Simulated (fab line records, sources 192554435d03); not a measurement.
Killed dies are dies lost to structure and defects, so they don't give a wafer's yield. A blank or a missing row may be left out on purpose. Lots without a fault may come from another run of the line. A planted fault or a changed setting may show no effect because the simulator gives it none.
Which tool did it? | flow n5_finfet | 24 lots, 72 wafers sampled, at 3 steps of a route of 1938

WHAT THE GAUGES READ, wafer by wafer
N5_BEOL_M3_CD_MEAS_35: target cd 18 nm, target cd y 21 nm. Usual: cd_nm 18.1 nm, standard deviation 0.46.
lot  | measured     | on        | cd_nm (nm)     | flag
L074 | day 6 23:57  | cd_sem-03 | 18.6 18.7 17.7 |
L076 | day 7 16:53  | cd_sem-03 | 18.0 17.8 17.6 |
L075 | day 7 17:21  | cd_sem-03 | 18.8 18.3 18.1 |
L077 | day 7 22:08  | cd_sem-01 | 18.5 18.1 17.6 |
L078 | day 8 04:14  | cd_sem-01 | 17.8 17.7 18.1 |
L079 | day 8 08:43  | cd_sem-01 | 17.7 18.5 17.9 |
L080 | day 8 16:55  | cd_sem-02 | 17.8 18.2 18.4 |
L081 | day 8 20:26  | cd_sem-02 | 18.4 19.0 19.1 |
L082 | day 8 21:02  | cd_sem-01 | 18.3 17.7 17.5 |
L083 | day 9 08:12  | cd_sem-02 | 17.5 17.6 17.1 |
L084 | day 9 12:16  | cd_sem-02 | 18.3 19.0 18.4 |
L085 | day 9 23:29  | cd_sem-02 | 17.8 18.2 17.8 |
L086 | day 10 06:58 | cd_sem-03 | 18.0 18.0 18.1 |
L087 | day 10 11:31 | cd_sem-01 | 18.3 18.7 18.4 |
L088 | day 10 15:56 | cd_sem-01 | 18.1 17.5 17.5 |
L089 | day 10 19:17 | cd_sem-02 | 18.2 18.7 17.6 |
L090 | day 11 03:48 | cd_sem-01 | 18.2 18.3 18.5 |
L091 | day 11 04:28 | cd_sem-01 | 18.8 18.4 18.7 |
L092 | day 11 09:40 | cd_sem-03 | 17.9 18.1 17.5 |
L093 | day 11 16:56 | cd_sem-01 | 18.8 17.7 18.3 |
L094 | day 12 10:07 | cd_sem-03 | 18.6 18.5 18.5 |
L095 | day 12 17:12 | cd_sem-01 | 17.5 17.7 16.9 |
L097 | day 12 20:40 | cd_sem-02 | 18.3 17.9 18.4 |
L096 | day 13 01:40 | cd_sem-02 | 17.6 17.5 18.1 |

WHICH TOOL RAN EACH LOT (tool, then ch and the chambers of the sampled wafers, then the start)
lot  | N5_BEOL_M3_ETCH_63                 | N5_BEOL_M3_ETCH_69
L074 | rie_diel-05 ch 0,2,3, day 6 20:43  | rie_diel-05 ch 0,1,3, day 6 21:35
L076 | rie_diel-05 ch 0,1,3, day 7 09:50  | rie_diel-02 ch 0,2,3, day 7 10:43
L075 | rie_diel-02 ch 1,2,3, day 7 12:17  | rie_diel-06 ch 0,1,3, day 7 13:09
L077 | rie_diel-05 ch 2,3, day 7 17:39    | rie_diel-06 ch 0,1,2, day 7 18:35
L078 | rie_diel-02 ch 0,1, day 8 02:30    | rie_diel-02 ch 0,1, day 8 03:29
L079 | rie_diel-06 ch 0,1,2, day 8 03:35  | rie_diel-02 ch 0,1, day 8 04:41
L080 | rie_diel-02 ch 1,2,3, day 8 11:29  | rie_diel-05 ch 0,1,3, day 8 12:21
L081 | rie_diel-06 ch 1,3, day 8 16:49    | rie_diel-02 ch 0,3, day 8 17:55
L082 | rie_diel-02 ch 0,1,2, day 8 17:41  | rie_diel-05 ch 0,1,3, day 8 18:41
L083 | rie_diel-05 ch 0,3, day 9 05:58    | rie_diel-05 ch 0,1,2, day 9 06:52
L084 | rie_diel-06 ch 0,3, day 9 08:13    | rie_diel-05 ch 0,1, day 9 09:05
L085 | rie_diel-05 ch 2,3, day 9 20:38    | rie_diel-05 ch 0,1,2, day 9 21:32
L086 | rie_diel-05 ch 2,3, day 10 03:56   | rie_diel-06 ch 0,1,2, day 10 04:56
L087 | rie_diel-06 ch 1,2, day 10 08:27   | rie_diel-02 ch 0,1, day 10 09:27
L088 | rie_diel-05 ch 0,2, day 10 11:46   | rie_diel-02 ch 0,1, day 10 12:45
L089 | rie_diel-05 ch 1,3, day 10 16:39   | rie_diel-05 ch 0,1,3, day 10 17:38
L090 | rie_diel-02 ch 1,2,3, day 11 01:37 | rie_diel-06 ch 0,2,3, day 11 02:31
L091 | rie_diel-06 ch 2,3, day 11 02:36   | rie_diel-06 ch 0,2, day 11 03:28
L092 | rie_diel-05 ch 1,3, day 11 07:25   | rie_diel-02 ch 0,1,2, day 11 08:35
L093 | rie_diel-02 ch 1,2,3, day 11 15:00 | rie_diel-06 ch 2,3, day 11 16:02
L094 | rie_diel-06 ch 0,2,3, day 12 06:49 | rie_diel-05 ch 1,2, day 12 07:43
L095 | rie_diel-05 ch 0,1,3, day 12 13:56 | rie_diel-06 ch 0,1,2, day 12 15:05
L097 | rie_diel-06 ch 0,1, day 12 17:07   | rie_diel-06 ch 0,1,2, day 12 17:59
L096 | rie_diel-05 ch 1,3, day 12 21:25   | rie_diel-05 ch 0,1,3, day 12 22:17
- N5_BEOL_M3_ETCH_63: etches SiARC in CF4, target depth 15.6 nm, time 26 s.
- N5_BEOL_M3_ETCH_69: etches SiARC in CF4, target depth 15.6 nm, time 26 s.

WHAT THE TOOLS THEMSELVES READ (means of the sampled wafers that have a number; where no wafer has one, the mark that the record gives instead)
N5_BEOL_M3_ETCH_63. Usual: cf4_flow_sccm 100.03 sccm, standard deviation 0.29; chamber_pressure_mTorr 40.00 mTorr, standard deviation 0.039; drypump_motor_current_A 5.5 A, standard deviation 0.42; etch_rf_on_time_s 26.0 s, standard deviation 0.8; oes_product_au 0.69 a.u., standard deviation 0.054; rf_vpp_V 184.3 V, standard deviation 1.2; showerhead_plenum_p_Torr 2.16 Torr, standard deviation 0.069; throttle_valve_pct 15.48 %, standard deviation 0.12.
lot  | tool        | cf4_flow_sccm (sccm) | chamber_pressure_mTorr (mTorr) | drypump_motor_current_A (A) | etch_rf_on_time_s (s) | oes_product_au (a.u.) | rf_vpp_V (V) | showerhead_plenum_p_Torr (Torr) | throttle_valve_pct (%) | flag
L074 | rie_diel-05 | 100.08               | 39.97                          | 5.5                         | 26.3                  | 0.73                  | 184.2        | 2.19                            | 15.36                  |
L076 | rie_diel-05 | 100.23               | 40.01                          | 5.7                         | 26.4                  | 0.74                  | 185.1        | 2.17                            | 15.45                  |
L075 | rie_diel-02 | 99.98                | 40.01                          | 5.8                         | 26.3                  | 0.64                  | 183.9        | 2.13                            | 15.52                  |
L077 | rie_diel-05 | 100.16               | 40.02                          | 5.1                         | 26.2                  | 0.73                  | 185.1        | 2.22                            | 15.34                  |
L078 | rie_diel-02 | 100.05               | 40.00                          | 5.4                         | 26.3                  | 0.64                  | 183.5        | 2.12                            | 15.53                  |
L079 | rie_diel-06 | 100.02               | 39.98                          | 5.2                         | 25.4                  | 0.70                  | 185.3        | 2.19                            | 15.54                  |
L080 | rie_diel-02 | 99.91                | 39.97                          | 5.8                         | 26.0                  | 0.64                  | 184.4        | 2.13                            | 15.52                  |
L081 | rie_diel-06 | 100.15               | 40.04                          | 5.5                         | 26.0                  | 0.64                  | 183.3        | 2.03                            | 15.49                  |
L082 | rie_diel-02 | 99.88                | 40.01                          | 5.7                         | 26.0                  | 0.64                  | 184.0        | 2.10                            | 15.53                  |
L083 | rie_diel-05 | 100.09               | 40.00                          | 5.7                         | 26.5                  | 0.71                  | 183.7        | 2.16                            | 15.44                  |
L084 | rie_diel-06 | 100.26               | 40.03                          | 5.8                         | 25.4                  | 0.72                  | 183.3        | 2.06                            | 15.36                  |
L085 | rie_diel-05 | 100.04               | 39.99                          | 5.2                         | 26.8                  | 0.71                  | 184.1        | 2.19                            | 15.38                  |
L086 | rie_diel-05 | 100.16               | 40.02                          | 5.1                         | 26.3                  | 0.71                  | 185.6        | 2.21                            | 15.36                  |
L087 | rie_diel-06 | 99.91                | 40.04                          | 4.9                         | 25.5                  | 0.62                  | 184.0        | 2.15                            | 15.71                  |
L088 | rie_diel-05 | 99.87                | 39.99                          | 5.7                         | 26.0                  | 0.70                  | 184.3        | 2.18                            | 15.43                  |
L089 | rie_diel-05 | 100.14               | 39.98                          | 5.6                         | 26.5                  | 0.72                  | 183.4        | 2.17                            | 15.52                  |
L090 | rie_diel-02 | 100.12               | 40.00                          | 5.8                         | 26.2                  | 0.62                  | 183.5        | 2.12                            | 15.57                  |
L091 | rie_diel-06 | 99.95                | 39.97                          | 5.7                         | 25.0                  | 0.68                  | 183.3        | 2.07                            | 15.41                  |
L092 | rie_diel-05 | 99.84                | 40.01                          | 5.6                         | 26.7                  | 0.72                  | 184.3        | 2.17                            | 15.54                  |
L093 | rie_diel-02 | 99.92                | 40.00                          | 5.8                         | 26.0                  | 0.63                  | 184.2        | 2.12                            | 15.58                  |
L094 | rie_diel-06 | 100.09               | 40.00                          | 5.6                         | 25.4                  | 0.70                  | 183.9        | 2.13                            | 15.44                  |
L095 | rie_diel-05 | 99.85                | 39.98                          | 5.7                         | 26.5                  | 0.70                  | 184.3        | 2.16                            | 15.51                  |
L097 | rie_diel-06 | 99.88                | 40.00                          | 5.0                         | 25.9                  | 0.78                  | 184.0        | 2.13                            | 15.35                  |
L096 | rie_diel-05 | 99.93                | 40.01                          | 5.4                         | 27.0                  | 0.69                  | 184.0        | 2.17                            | 15.50                  |

N5_BEOL_M3_ETCH_69. Usual: cf4_flow_sccm 99.98 sccm, standard deviation 0.27; chamber_pressure_mTorr 40.00 mTorr, standard deviation 0.035; drypump_motor_current_A 5.5 A, standard deviation 0.41; etch_rf_on_time_s 25.9 s, standard deviation 0.81; oes_product_au 0.69 a.u., standard deviation 0.054; rf_vpp_V 184.2 V, standard deviation 1.3; showerhead_plenum_p_Torr 2.15 Torr, standard deviation 0.073; throttle_valve_pct 15.47 %, standard deviation 0.12.
lot  | tool        | cf4_flow_sccm (sccm) | chamber_pressure_mTorr (mTorr) | drypump_motor_current_A (A) | etch_rf_on_time_s (s) | oes_product_au (a.u.) | rf_vpp_V (V) | showerhead_plenum_p_Torr (Torr) | throttle_valve_pct (%) | flag
L074 | rie_diel-05 | 100.10               | 39.97                          | 5.7                         | 26.1                  | 0.75                  | 184.4        | 2.17                            | 15.43                  |
L076 | rie_diel-02 | 100.11               | 40.00                          | 5.5                         | 26.4                  | 0.63                  | 185.1        | 2.15                            | 15.59                  |
L075 | rie_diel-06 | 100.06               | 40.02                          | 5.4                         | 25.9                  | 0.70                  | 184.2        | 2.10                            | 15.49                  |
L077 | rie_diel-06 | 99.83                | 40.02                          | 5.2                         | 25.6                  | 0.70                  | 184.9        | 2.19                            | 15.51                  |
L078 | rie_diel-02 | 100.18               | 40.04                          | 5.4                         | 26.0                  | 0.64                  | 184.4        | 2.12                            | 15.54                  |
L079 | rie_diel-02 | 99.43                | 40.00                          | 5.7                         | 25.7                  | 0.66                  | 183.6        | 2.09                            | 15.46                  |
L080 | rie_diel-05 | 100.00               | 40.00                          | 5.7                         | 26.5                  | 0.73                  | 184.6        | 2.17                            | 15.46                  |
L081 | rie_diel-02 | 100.00               | 40.00                          | 5.3                         | 26.1                  | 0.63                  | 184.1        | 2.19                            | 15.59                  |
L082 | rie_diel-05 | 100.19               | 40.01                          | 5.7                         | 26.4                  | 0.73                  | 184.4        | 2.17                            | 15.45                  |
L083 | rie_diel-05 | 99.48                | 40.03                          | 5.6                         | 25.9                  | 0.73                  | 185.0        | 2.19                            | 15.44                  |
L084 | rie_diel-05 | 100.04               | 39.99                          | 5.9                         | 26.1                  | 0.74                  | 183.7        | 2.18                            | 15.51                  |
L085 | rie_diel-05 | 100.07               | 39.97                          | 5.7                         | 25.9                  | 0.72                  | 185.3        | 2.19                            | 15.46                  |
L086 | rie_diel-06 | 100.20               | 39.97                          | 5.3                         | 25.3                  | 0.70                  | 184.5        | 2.18                            | 15.56                  |
L087 | rie_diel-02 | 100.14               | 40.01                          | 5.7                         | 26.2                  | 0.64                  | 183.5        | 2.08                            | 15.49                  |
L088 | rie_diel-02 | 100.06               | 40.04                          | 5.3                         | 26.0                  | 0.63                  | 183.2        | 2.11                            | 15.56                  |
L089 | rie_diel-05 | 99.87                | 39.97                          | 5.7                         | 26.8                  | 0.71                  | 183.4        | 2.16                            | 15.48                  |
L090 | rie_diel-06 | 99.93                | 39.97                          | 5.7                         | 25.3                  | 0.71                  | 183.0        | 2.14                            | 15.42                  |
L091 | rie_diel-06 | 100.06               | 39.99                          | 5.6                         | 25.2                  | 0.75                  | 184.0        | 2.21                            | 15.42                  |
L092 | rie_diel-02 | 99.73                | 40.01                          | 5.6                         | 26.1                  | 0.63                  | 183.9        | 2.09                            | 15.58                  |
L093 | rie_diel-06 | 99.97                | 40.01                          | 5.6                         | 24.3                  | 0.69                  | 182.9        | 2.15                            | 15.49                  |
L094 | rie_diel-05 | 100.07               | 39.98                          | 5.4                         | 26.2                  | 0.70                  | 185.3        | 2.21                            | 15.46                  |
L095 | rie_diel-06 | 99.90                | 39.97                          | 5.3                         | 25.3                  | 0.75                  | 184.7        | 2.17                            | 15.42                  |
L097 | rie_diel-06 | 100.07               | 40.03                          | 5.3                         | 25.5                  | 0.74                  | 185.8        | 2.17                            | 15.42                  |
L096 | rie_diel-05 | 99.99                | 39.99                          | 5.7                         | 26.6                  | 0.70                  | 183.7        | 2.16                            | 15.51                  |

THE ANSWER, worked out from the rows above alone
Rule: a lot is off if the mean of its wafers that have a number lies more than 3 standard deviations from the usual mean. A lot without any number at a reading at which 4 lots or more have one is off too. The other lots that the step has rows for count as sound. The gauges are gone through in route order, then the tools' own readings, and for those a lot's mean is taken as printed above. The first step at which some lot is off is used, and at that step the reading that is off furthest; a lot without a number counts as furthest.
No lot is off at any reading shown: from this, nothing can be told.

WHAT THE SIMULATOR HAD PUT IN
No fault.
